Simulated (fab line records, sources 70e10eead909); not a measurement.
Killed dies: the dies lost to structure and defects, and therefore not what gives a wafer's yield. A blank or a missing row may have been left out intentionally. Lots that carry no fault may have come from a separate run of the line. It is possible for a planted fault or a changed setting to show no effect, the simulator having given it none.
Which of the tools did it? / flow nand harc / 11 lots with 33 wafers sampled at 6 steps, on a route of 1302 steps

## WHAT THE GAUGES SHOWED, per wafer
NHARC_A_CHANNEL_HOLE_D2_CD_MEAS_18. Usual: cd nm reads 100 nm (standard deviation 3.7).
lot=L725; measured=day 14 03:28; on=cd sem-03; cd nm (nm)=101 96 101; flag=
lot=L726; measured=day 14 22:33; on=cd sem-01; cd nm (nm)=95 109 91; flag=
lot=L728; measured=day 15 14:30; on=cd sem-03; cd nm (nm)=105 102 95; flag=
lot=L730; measured=day 16 02:56; on=cd sem-02; cd nm (nm)=105 97 90; flag=
lot=L735; measured=day 18 13:20; on=cd sem-03; cd nm (nm)=100 99 103; flag=
lot=L736; measured=day 19 11:32; on=cd sem-03; cd nm (nm)=99 99 93; flag=
lot=L737; measured=day 19 13:27; on=cd sem-03; cd nm (nm)=103 101 99; flag=
lot=L741; measured=day 21 00:49; on=cd sem-02; cd nm (nm)=96 99 101; flag=
lot=L743; measured=day 21 02:51; on=cd sem-03; cd nm (nm)=102 102 98; flag=
lot=L745; measured=day 22 03:07; on=cd sem-03; cd nm (nm)=101 96 101; flag=
lot=L746; measured=day 23 03:10; on=cd sem-03; cd nm (nm)=101 96 98; flag=

NHARC_A_CHANNEL_HOLE_D2_CD_MEAS_31. Usual: cd nm reads 89.7 nm (standard deviation 1.8).
lot=L725; measured=day 14 09:04; on=cd sem-01; cd nm (nm)=90.6 88.9 90.9; flag=
lot=L726; measured=day 15 04:08; on=cd sem-02; cd nm (nm)=89.1 93.3 89.1; flag=
lot=L728; measured=day 15 20:05; on=cd sem-01; cd nm (nm)=94.2 92.0 91.1; flag=
lot=L730; measured=day 16 08:32; on=cd sem-01; cd nm (nm)=90.8 93.8 88.6; flag=
lot=L735; measured=day 18 18:56; on=cd sem-01; cd nm (nm)=91.2 89.1 86.8; flag=
lot=L736; measured=day 19 17:07; on=cd sem-03; cd nm (nm)=87.8 89.2 88.1; flag=
lot=L737; measured=day 19 21:16; on=cd sem-02; cd nm (nm)=88.2 88.2 88.4; flag=
lot=L741; measured=day 21 06:50; on=cd sem-02; cd nm (nm)=90.4 89.0 91.7; flag=
lot=L743; measured=day 21 14:22; on=cd sem-03; cd nm (nm)=88.2 91.0 90.6; flag=
lot=L745; measured=day 22 12:48; on=cd sem-01; cd nm (nm)=90.2 89.3 90.0; flag=
lot=L746; measured=day 23 12:47; on=cd sem-02; cd nm (nm)=92.0 88.7 89.9; flag=

NHARC_END_WLT_00. Usual: VT_DECK1_BOTTOM 0.869, standard deviation 0.0081; VT_DECK1_BOTTOM_INNER 0.871, standard deviation 0.0082; VT_DECK1_MEDIAN_NEAR_BOTTOM 0.871, standard deviation 0.008; VT_DECK1_MEDIAN_NEAR_BOTTOM_INNER 0.871, standard deviation 0.0079; VT_DECK1_MIDDLE 0.882, standard deviation 0.0074; VT_DECK1_MIDDLE_INNER 0.882, standard deviation 0.0073; VT_DECK1_TOP 0.892, standard deviation 0.0067; VT_DECK1_TOP_INNER 0.893, standard deviation 0.007; VT_DECK2_BOTTOM 0.871, standard deviation 0.0084; VT_DECK2_BOTTOM_INNER 0.871, standard deviation 0.0077; VT_DECK2_MEDIAN_NEAR_BOTTOM 0.871, standard deviation 0.0081; VT_DECK2_MEDIAN_NEAR_BOTTOM_INNER 0.873, standard deviation 0.0079; VT_DECK2_MIDDLE 0.884, standard deviation 0.0076; VT_DECK2_MIDDLE_INNER 0.884, standard deviation 0.0074; VT_DECK2_TOP 0.896, standard deviation 0.0071; VT_DECK2_TOP_INNER 0.896, standard deviation 0.0077.
lot=L725; measured=day 25 06:11; on=prober-02; VT_DECK1_BOTTOM=0.873 0.868 0.864; VT_DECK1_BOTTOM_INNER=0.869 0.863 0.865; VT_DECK1_MEDIAN_NEAR_BOTTOM=0.873 0.869 0.879; VT_DECK1_MEDIAN_NEAR_BOTTOM_INNER=0.875 0.873 0.866; VT_DECK1_MIDDLE=0.882 0.876 0.884; VT_DECK1_MIDDLE_INNER=0.881 0.878 0.884; VT_DECK1_TOP=0.884 0.888 0.895; VT_DECK1_TOP_INNER=0.895 0.889 0.887; VT_DECK2_BOTTOM=0.862 0.867 0.863; VT_DECK2_BOTTOM_INNER=0.859 0.859 0.868; VT_DECK2_MEDIAN_NEAR_BOTTOM=0.869 0.860 0.870; VT_DECK2_MEDIAN_NEAR_BOTTOM_INNER=0.870 0.872 0.866; VT_DECK2_MIDDLE=0.881 0.875 0.875; VT_DECK2_MIDDLE_INNER=0.881 0.883 0.869; VT_DECK2_TOP=0.887 0.886 0.876; VT_DECK2_TOP_INNER=0.887 0.892 0.884; flag=
lot=L726; measured=day 25 15:47; on=prober-01; VT_DECK1_BOTTOM=0.879 0.864 0.861; VT_DECK1_BOTTOM_INNER=0.880 0.870 0.863; VT_DECK1_MEDIAN_NEAR_BOTTOM=0.869 0.873 0.869; VT_DECK1_MEDIAN_NEAR_BOTTOM_INNER=0.883 0.871 0.862; VT_DECK1_MIDDLE=0.889 0.885 0.880; VT_DECK1_MIDDLE_INNER=0.884 0.882 0.884; VT_DECK1_TOP=0.880 0.886 0.893; VT_DECK1_TOP_INNER=0.894 0.900 0.893; VT_DECK2_BOTTOM=0.869 0.883 0.864; VT_DECK2_BOTTOM_INNER=0.871 0.878 0.873; VT_DECK2_MEDIAN_NEAR_BOTTOM=0.873 0.882 0.867; VT_DECK2_MEDIAN_NEAR_BOTTOM_INNER=0.871 0.881 0.868; VT_DECK2_MIDDLE=0.879 0.900 0.877; VT_DECK2_MIDDLE_INNER=0.883 0.896 0.877; VT_DECK2_TOP=0.898 0.897 0.902; VT_DECK2_TOP_INNER=0.899 0.901 0.896; flag=
lot=L728; measured=day 26 03:04; on=prober-01; VT_DECK1_BOTTOM=0.876 0.882 0.863; VT_DECK1_BOTTOM_INNER=0.877 0.878 0.874; VT_DECK1_MEDIAN_NEAR_BOTTOM=0.870 0.880 0.870; VT_DECK1_MEDIAN_NEAR_BOTTOM_INNER=0.881 0.880 0.883; VT_DECK1_MIDDLE=0.894 0.899 0.892; VT_DECK1_MIDDLE_INNER=0.876 0.888 0.875; VT_DECK1_TOP=0.898 0.902 0.895; VT_DECK1_TOP_INNER=0.898 0.890 0.902; VT_DECK2_BOTTOM=0.886 0.880 0.876; VT_DECK2_BOTTOM_INNER=0.886 0.879 0.883; VT_DECK2_MEDIAN_NEAR_BOTTOM=0.880 0.884 0.878; VT_DECK2_MEDIAN_NEAR_BOTTOM_INNER=0.890 0.882 0.877; VT_DECK2_MIDDLE=0.899 0.894 0.885; VT_DECK2_MIDDLE_INNER=0.891 0.887 0.886; VT_DECK2_TOP=0.908 0.900 0.900; VT_DECK2_TOP_INNER=0.899 0.896 0.892; flag=
lot=L730; measured=day 27 12:01; on=prober-01; VT_DECK1_BOTTOM=0.870 0.871 0.875; VT_DECK1_BOTTOM_INNER=0.869 0.872 0.877; VT_DECK1_MEDIAN_NEAR_BOTTOM=0.877 0.876 0.876; VT_DECK1_MEDIAN_NEAR_BOTTOM_INNER=0.872 0.876 0.881; VT_DECK1_MIDDLE=0.886 0.887 0.885; VT_DECK1_MIDDLE_INNER=0.879 0.882 0.885; VT_DECK1_TOP=0.896 0.898 0.891; VT_DECK1_TOP_INNER=0.894 0.883 0.895; VT_DECK2_BOTTOM=0.872 0.887 0.861; VT_DECK2_BOTTOM_INNER=0.877 0.881 0.869; VT_DECK2_MEDIAN_NEAR_BOTTOM=0.880 0.884 0.866; VT_DECK2_MEDIAN_NEAR_BOTTOM_INNER=0.878 0.880 0.868; VT_DECK2_MIDDLE=0.887 0.894 0.878; VT_DECK2_MIDDLE_INNER=0.886 0.894 0.880; VT_DECK2_TOP=0.893 0.899 0.889; VT_DECK2_TOP_INNER=0.895 0.896 0.889; flag=
lot=L735; measured=day 29 08:58; on=prober-02; VT_DECK1_BOTTOM=5.940 6.014 6.026 6.070 6.027 6.031; VT_DECK1_BOTTOM_INNER=6.009 6.001 6.011 5.941 6.006 5.936; VT_DECK1_MEDIAN_NEAR_BOTTOM=6.019 6.011 6.000 5.979 5.965 6.004; VT_DECK1_MEDIAN_NEAR_BOTTOM_INNER=5.999 6.018 6.021 6.006 6.008 5.963; VT_DECK1_MIDDLE=5.963 5.954 6.061 6.010 6.007 5.945; VT_DECK1_MIDDLE_INNER=5.991 5.997 6.003 6.050 6.000 6.006; VT_DECK1_TOP=6.009 5.983 5.977 6.011 6.016 5.979; VT_DECK1_TOP_INNER=6.047 5.977 6.042 5.969 5.965 5.989; VT_DECK2_BOTTOM=6.009 5.950 5.991 6.035 5.969 6.021; VT_DECK2_BOTTOM_INNER=6.004 6.008 6.025 5.963 6.034 5.983; VT_DECK2_MEDIAN_NEAR_BOTTOM=6.022 6.047 5.976 5.998 5.983 5.998; VT_DECK2_MEDIAN_NEAR_BOTTOM_INNER=6.046 6.000 6.021 6.007 6.000 5.967; VT_DECK2_MIDDLE=6.008 5.987 6.049 6.003 6.021 5.993; VT_DECK2_MIDDLE_INNER=6.033 6.040 5.949 6.006 5.991 6.023; VT_DECK2_TOP=5.996 5.996 5.984 5.982 5.976 5.973; VT_DECK2_TOP_INNER=5.987 5.985 5.936 5.948 5.990 5.975; flag=OFF
lot=L736; measured=day 30 06:02; on=prober-01; VT_DECK1_BOTTOM=6.051 6.003 5.964 5.996 5.977 6.023; VT_DECK1_BOTTOM_INNER=5.988 5.979 5.974 6.052 6.042 5.970; VT_DECK1_MEDIAN_NEAR_BOTTOM=6.046 5.972 6.020 6.055 5.967 5.950; VT_DECK1_MEDIAN_NEAR_BOTTOM_INNER=6.015 6.035 5.980 6.012 5.997 6.013; VT_DECK1_MIDDLE=6.015 6.015 6.019 6.031 5.951 5.970; VT_DECK1_MIDDLE_INNER=5.957 6.024 6.031 6.009 5.944 5.961; VT_DECK1_TOP=6.013 5.990 5.996 5.994 5.971 6.001; VT_DECK1_TOP_INNER=5.972 5.979 6.036 5.980 5.990 6.023; VT_DECK2_BOTTOM=6.003 6.023 6.005 6.023 6.031 5.994; VT_DECK2_BOTTOM_INNER=5.988 6.030 6.019 5.972 6.036 5.951; VT_DECK2_MEDIAN_NEAR_BOTTOM=6.041 5.969 6.007 6.022 5.941 5.985; VT_DECK2_MEDIAN_NEAR_BOTTOM_INNER=6.018 5.970 6.001 5.998 5.996 5.990; VT_DECK2_MIDDLE=6.033 6.028 6.012 5.984 6.034 5.978; VT_DECK2_MIDDLE_INNER=6.016 6.005 5.969 5.933 6.000 5.972; VT_DECK2_TOP=5.979 5.966 5.971 6.037 5.973 5.996; VT_DECK2_TOP_INNER=6.060 6.038 5.960 5.965 5.977 6.008; flag=OFF
lot=L737; measured=day 30 06:02; on=prober-02; VT_DECK1_BOTTOM=6.025 6.027 6.050 6.079 5.939 5.984; VT_DECK1_BOTTOM_INNER=6.002 6.040 6.042 5.965 6.056 6.013; VT_DECK1_MEDIAN_NEAR_BOTTOM=5.965 6.001 6.007 6.004 5.974 6.023; VT_DECK1_MEDIAN_NEAR_BOTTOM_INNER=5.976 5.931 5.974 6.013 6.048 6.042; VT_DECK1_MIDDLE=6.011 6.034 6.012 5.989 5.958 6.006; VT_DECK1_MIDDLE_INNER=6.052 5.985 6.057 6.024 5.974 6.027; VT_DECK1_TOP=6.033 6.059 6.005 6.016 5.970 6.048; VT_DECK1_TOP_INNER=5.988 5.985 5.968 6.031 6.014 6.025; VT_DECK2_BOTTOM=6.026 6.055 6.030 6.031 5.991 5.965; VT_DECK2_BOTTOM_INNER=5.975 6.024 5.957 5.953 6.001 6.005; VT_DECK2_MEDIAN_NEAR_BOTTOM=5.978 5.988 6.004 6.037 5.938 6.052; VT_DECK2_MEDIAN_NEAR_BOTTOM_INNER=6.002 6.036 5.974 5.980 6.003 5.972; VT_DECK2_MIDDLE=5.987 5.964 6.044 6.030 5.960 6.022; VT_DECK2_MIDDLE_INNER=6.024 5.989 5.993 6.016 6.027 5.987; VT_DECK2_TOP=5.981 6.026 5.952 5.975 5.996 6.025; VT_DECK2_TOP_INNER=6.029 5.965 6.029 5.986 6.023 6.012; flag=OFF
lot=L741; measured=day 31 23:26; on=prober-01; VT_DECK1_BOTTOM=0.873 0.890 0.881; VT_DECK1_BOTTOM_INNER=0.877 0.888 0.878; VT_DECK1_MEDIAN_NEAR_BOTTOM=0.879 0.885 0.882; VT_DECK1_MEDIAN_NEAR_BOTTOM_INNER=0.880 0.881 0.880; VT_DECK1_MIDDLE=0.896 0.885 0.897; VT_DECK1_MIDDLE_INNER=0.893 0.897 0.897; VT_DECK1_TOP=0.900 0.899 0.892; VT_DECK1_TOP_INNER=0.895 0.899 0.902; VT_DECK2_BOTTOM=0.874 0.868 0.878; VT_DECK2_BOTTOM_INNER=0.864 0.865 0.874; VT_DECK2_MEDIAN_NEAR_BOTTOM=0.873 0.871 0.874; VT_DECK2_MEDIAN_NEAR_BOTTOM_INNER=0.866 0.874 0.873; VT_DECK2_MIDDLE=0.880 0.878 0.886; VT_DECK2_MIDDLE_INNER=0.882 0.884 0.887; VT_DECK2_TOP=0.886 0.901 0.895; VT_DECK2_TOP_INNER=0.887 0.901 0.895; flag=
lot=L743; measured=day 31 23:27; on=prober-02; VT_DECK1_BOTTOM=0.889 0.880 0.881; VT_DECK1_BOTTOM_INNER=0.893 0.876 0.875; VT_DECK1_MEDIAN_NEAR_BOTTOM=0.887 0.876 0.881; VT_DECK1_MEDIAN_NEAR_BOTTOM_INNER=0.887 0.876 0.886; VT_DECK1_MIDDLE=0.894 0.901 0.895; VT_DECK1_MIDDLE_INNER=0.890 0.892 0.886; VT_DECK1_TOP=0.909 0.909 0.902; VT_DECK1_TOP_INNER=0.911 0.903 0.901; VT_DECK2_BOTTOM=0.871 0.887 0.874; VT_DECK2_BOTTOM_INNER=0.875 0.887 0.879; VT_DECK2_MEDIAN_NEAR_BOTTOM=0.878 0.886 0.878; VT_DECK2_MEDIAN_NEAR_BOTTOM_INNER=0.875 0.893 0.882; VT_DECK2_MIDDLE=0.880 0.884 0.891; VT_DECK2_MIDDLE_INNER=0.888 0.892 0.898; VT_DECK2_TOP=0.893 0.907 0.898; VT_DECK2_TOP_INNER=0.899 0.903 0.905; flag=
lot=L745; measured=day 33 06:44; on=prober-01; VT_DECK1_BOTTOM=0.862 0.874 0.865; VT_DECK1_BOTTOM_INNER=0.867 0.865 0.857; VT_DECK1_MEDIAN_NEAR_BOTTOM=0.866 0.872 0.866; VT_DECK1_MEDIAN_NEAR_BOTTOM_INNER=0.870 0.870 0.864; VT_DECK1_MIDDLE=0.879 0.878 0.868; VT_DECK1_MIDDLE_INNER=0.872 0.867 0.880; VT_DECK1_TOP=0.888 0.886 0.886; VT_DECK1_TOP_INNER=0.889 0.884 0.882; VT_DECK2_BOTTOM=0.876 0.868 0.876; VT_DECK2_BOTTOM_INNER=0.873 0.861 0.868; VT_DECK2_MEDIAN_NEAR_BOTTOM=0.878 0.866 0.886; VT_DECK2_MEDIAN_NEAR_BOTTOM_INNER=0.879 0.873 0.870; VT_DECK2_MIDDLE=0.884 0.880 0.888; VT_DECK2_MIDDLE_INNER=0.888 0.880 0.885; VT_DECK2_TOP=0.896 0.893 0.895; VT_DECK2_TOP_INNER=0.902 0.896 0.889; flag=
lot=L746; measured=day 34 08:04; on=prober-02; VT_DECK1_BOTTOM=0.866 0.862 0.872; VT_DECK1_BOTTOM_INNER=0.869 0.862 0.876; VT_DECK1_MEDIAN_NEAR_BOTTOM=0.864 0.865 0.875; VT_DECK1_MEDIAN_NEAR_BOTTOM_INNER=0.875 0.862 0.867; VT_DECK1_MIDDLE=0.882 0.879 0.868; VT_DECK1_MIDDLE_INNER=0.878 0.877 0.876; VT_DECK1_TOP=0.884 0.884 0.887; VT_DECK1_TOP_INNER=0.889 0.886 0.887; VT_DECK2_BOTTOM=0.881 0.878 0.872; VT_DECK2_BOTTOM_INNER=0.874 0.865 0.877; VT_DECK2_MEDIAN_NEAR_BOTTOM=0.877 0.873 0.875; VT_DECK2_MEDIAN_NEAR_BOTTOM_INNER=0.880 0.870 0.859; VT_DECK2_MIDDLE=0.886 0.889 0.886; VT_DECK2_MIDDLE_INNER=0.889 0.882 0.881; VT_DECK2_TOP=0.893 0.894 0.900; VT_DECK2_TOP_INNER=0.897 0.903 0.902; flag=

NHARC_END_SORT_01. Usual: value, then standard deviation, for each; defect limited yield 90.5 % / 2.4; killed at array 59 / 16; killed at other 0.7 / 1.1; killed at periphery 4 / 3; killed dies 64 / 16; killed open 3.4 / 1.8; killed short 2.6 / 1.7.
lot=L725; measured=day 25 09:10; on=prober-02; defect limited yield (%)=87.4 90.0 89.1; killed at array=83 65 74; killed at other=1 2 0; killed at periphery=1 1 0; killed dies=85 68 74; killed open=1 2 1; killed short=2 4 4; flag=
lot=L726; measured=day 25 18:44; on=prober-01; defect limited yield (%)=88.3 89.5 87.9; killed at array=75 68 81; killed at other=1 0 0; killed at periphery=3 3 1; killed dies=79 71 82; killed open=4 5 4; killed short=3 4 3; flag=
lot=L728; measured=day 26 06:04; on=prober-01; defect limited yield (%)=89.8 91.7 92.2; killed at array=61 53 46; killed at other=0 0 0; killed at periphery=8 3 7; killed dies=69 56 53; killed open=4 0 4; killed short=8 2 3; flag=
lot=L730; measured=day 27 14:58; on=prober-01; defect limited yield (%)=88.0 87.9 86.7; killed at array=67 72 81; killed at other=3 3 0; killed at periphery=11 7 9; killed dies=81 82 90; killed open=3 2 4; killed short=2 6 5; flag=
lot=L741; measured=day 32 02:23; on=prober-01; defect limited yield (%)=88.0 88.3 88.0; killed at array=77 73 79; killed at other=1 1 1; killed at periphery=3 5 1; killed dies=81 79 81; killed open=3 6 2; killed short=3 2 2; flag=
lot=L743; measured=day 32 02:29; on=prober-02; defect limited yield (%)=90.1 87.4 90.7; killed at array=64 81 59; killed at other=0 1 1; killed at periphery=3 3 3; killed dies=67 85 63; killed open=1 1 1; killed short=1 4 2; flag=
lot=L745; measured=day 33 09:45; on=prober-01; defect limited yield (%)=92.6 91.4 88.5; killed at array=46 54 72; killed at other=2 0 2; killed at periphery=2 4 4; killed dies=50 58 78; killed open=6 3 7; killed short=6 5 3; flag=
lot=L746; measured=day 34 11:23; on=prober-02; defect limited yield (%)=91.4 89.2 90.8; killed at array=53 68 57; killed at other=0 1 1; killed at periphery=5 4 4; killed dies=58 73 62; killed open=3 1 5; killed short=2 5 1; flag=

## WHAT TOOL EACH LOT RAN ON (gives the tool, then ch and the chambers of the sampled wafers, and finally the start)
lot=L725; NHARC_A_CHANNEL_FILL_D2_ALD_02=ald hk-02 ch 0,1,3, day 14 09:27; NHARC_A_CHANNEL_FILL_D2_ALD_14=ald hk-02 ch 1,2,3, day 14 16:31
lot=L726; NHARC_A_CHANNEL_FILL_D2_ALD_02=ald hk-02 ch 1,2,3, day 15 04:31; NHARC_A_CHANNEL_FILL_D2_ALD_14=ald hk-01 ch 0,3, day 15 11:32
lot=L728; NHARC_A_CHANNEL_FILL_D2_ALD_02=ald hk-01 ch 1,2,3, day 15 20:28; NHARC_A_CHANNEL_FILL_D2_ALD_14=ald hk-02 ch 0,1,2, day 16 03:28
lot=L730; NHARC_A_CHANNEL_FILL_D2_ALD_02=ald hk-04 ch 0,1,2, day 16 08:55; NHARC_A_CHANNEL_FILL_D2_ALD_14=ald hk-02 ch 0,2,3, day 16 15:56
lot=L735; NHARC_A_CHANNEL_FILL_D2_ALD_02=ald hk-02 ch 0,1,2, day 18 19:28; NHARC_A_CHANNEL_FILL_D2_ALD_14=ald hk-01 ch 0,1,3, day 19 02:25
lot=L736; NHARC_A_CHANNEL_FILL_D2_ALD_02=ald hk-02 ch 1,3, day 19 17:31; NHARC_A_CHANNEL_FILL_D2_ALD_14=ald hk-02 ch 0,1,3, day 20 00:29
lot=L737; NHARC_A_CHANNEL_FILL_D2_ALD_02=ald hk-02 ch 0,1,3, day 19 21:38; NHARC_A_CHANNEL_FILL_D2_ALD_14=ald hk-01 ch 0,1,2, day 20 04:43
lot=L741; NHARC_A_CHANNEL_FILL_D2_ALD_02=ald hk-01 ch 1,2,3, day 21 07:14; NHARC_A_CHANNEL_FILL_D2_ALD_14=ald hk-04 ch 0,2,3, day 21 15:02
lot=L743; NHARC_A_CHANNEL_FILL_D2_ALD_02=ald hk-02 ch 0,1,2, day 21 15:27; NHARC_A_CHANNEL_FILL_D2_ALD_14=ald hk-04 ch 0,1,2, day 21 23:43
lot=L745; NHARC_A_CHANNEL_FILL_D2_ALD_02=ald hk-01 ch 0,3, day 22 13:10; NHARC_A_CHANNEL_FILL_D2_ALD_14=ald hk-01 ch 1,2,3, day 22 20:29
lot=L746; NHARC_A_CHANNEL_FILL_D2_ALD_02=ald hk-01 ch 2,3, day 23 13:19; NHARC_A_CHANNEL_FILL_D2_ALD_14=ald hk-04 ch 0,1, day 23 22:05
- NHARC_A_CHANNEL_FILL_D2_ALD_02: deposits SiO2, target thk 6 nm, pulse time 10 s, ald cycles 60.
- NHARC_A_CHANNEL_FILL_D2_ALD_14: deposits SiO2, target thk 2.5 nm, pulse time 10 s, ald cycles 25.

## WHAT THE TOOLS THEMSELVES READ (means of the sampled wafers that have a number; where no wafer has one, the mark that the record gives instead)
NHARC_A_CHANNEL_FILL_D2_ALD_02. Usual: heater power outer w 257 W, standard deviation 44; heater power w 473 W, standard deviation 78; precursor pulse height rel 0.998, standard deviation 0.021.
lot=L725; tool=ald hk-02; heater power outer w (W)=262; heater power w (W)=460; precursor pulse height rel=0.995; flag=
lot=L726; tool=ald hk-02; heater power outer w (W)=289; heater power w (W)=523; precursor pulse height rel=1.019; flag=
lot=L728; tool=ald hk-01; heater power outer w (W)=273; heater power w (W)=500; precursor pulse height rel=1.008; flag=
lot=L730; tool=ald hk-04; heater power outer w (W)=237; heater power w (W)=453; precursor pulse height rel=1.003; flag=
lot=L735; tool=ald hk-02; heater power outer w (W)=-; heater power w (W)=-; precursor pulse height rel=-; flag=OFF
lot=L736; tool=ald hk-02; heater power outer w (W)=-; heater power w (W)=-; precursor pulse height rel=-; flag=OFF
lot=L737; tool=ald hk-02; heater power outer w (W)=-; heater power w (W)=-; precursor pulse height rel=-; flag=OFF
lot=L741; tool=ald hk-01; heater power outer w (W)=275; heater power w (W)=524; precursor pulse height rel=0.990; flag=
lot=L743; tool=ald hk-02; heater power outer w (W)=272; heater power w (W)=493; precursor pulse height rel=0.986; flag=
lot=L745; tool=ald hk-01; heater power outer w (W)=237; heater power w (W)=432; precursor pulse height rel=0.998; flag=
lot=L746; tool=ald hk-01; heater power outer w (W)=246; heater power w (W)=465; precursor pulse height rel=1.004; flag=

NHARC_A_CHANNEL_FILL_D2_ALD_14. Usual: heater power outer w 260 W, standard deviation 45; heater power w 475 W, standard deviation 76; precursor pulse height rel 0.999, standard deviation 0.021.
lot=L725; tool=ald hk-02; heater power outer w (W)=292; heater power w (W)=525; precursor pulse height rel=0.993; flag=
lot=L726; tool=ald hk-01; heater power outer w (W)=245; heater power w (W)=435; precursor pulse height rel=0.984; flag=
lot=L728; tool=ald hk-02; heater power outer w (W)=273; heater power w (W)=491; precursor pulse height rel=1.012; flag=
lot=L730; tool=ald hk-02; heater power outer w (W)=288; heater power w (W)=505; precursor pulse height rel=0.994; flag=
lot=L735; tool=ald hk-01; heater power outer w (W)=268; heater power w (W)=500; precursor pulse height rel=1.013; flag=
lot=L736; tool=ald hk-02; heater power outer w (W)=251; heater power w (W)=452; precursor pulse height rel=1.003; flag=
lot=L737; tool=ald hk-01; heater power outer w (W)=237; heater power w (W)=457; precursor pulse height rel=0.982; flag=
lot=L741; tool=ald hk-04; heater power outer w (W)=245; heater power w (W)=446; precursor pulse height rel=0.981; flag=
lot=L743; tool=ald hk-04; heater power outer w (W)=232; heater power w (W)=423; precursor pulse height rel=1.016; flag=
lot=L745; tool=ald hk-01; heater power outer w (W)=276; heater power w (W)=519; precursor pulse height rel=0.999; flag=
lot=L746; tool=ald hk-04; heater power outer w (W)=229; heater power w (W)=450; precursor pulse height rel=0.993; flag=

## THE ANSWER, worked out from the rows above alone
Rule: a lot counts as off when the mean over its wafers that have a number is more than 3 standard deviations away from the usual mean. Also off: a lot with no number at a reading for which 4 or more lots have one. Any other lot the step has rows for is counted as sound. Order of review: gauges by route order, followed by the tools' own readings, for which a lot's mean as printed above is used. At the first step where some lot is off, the reading lying furthest off is the one used; lots without a number count as furthest.
Off: at NHARC_END_WLT_00 (VT_DECK1_TOP), L735, L736, L737.
If a tool, at a process step before that reading, ran all the lots that are off and no sound lot after the first of them, it fits. The gauges at NHARC_END_WLT_00 aren't tried: what is off there is off at NHARC_A_CHANNEL_FILL_D2_ALD_02 too, on other tools, and a gauge's error can't cause that. Not one of the candidates tried fits.

## WHAT HAD BEEN PUT IN BY THE SIMULATOR
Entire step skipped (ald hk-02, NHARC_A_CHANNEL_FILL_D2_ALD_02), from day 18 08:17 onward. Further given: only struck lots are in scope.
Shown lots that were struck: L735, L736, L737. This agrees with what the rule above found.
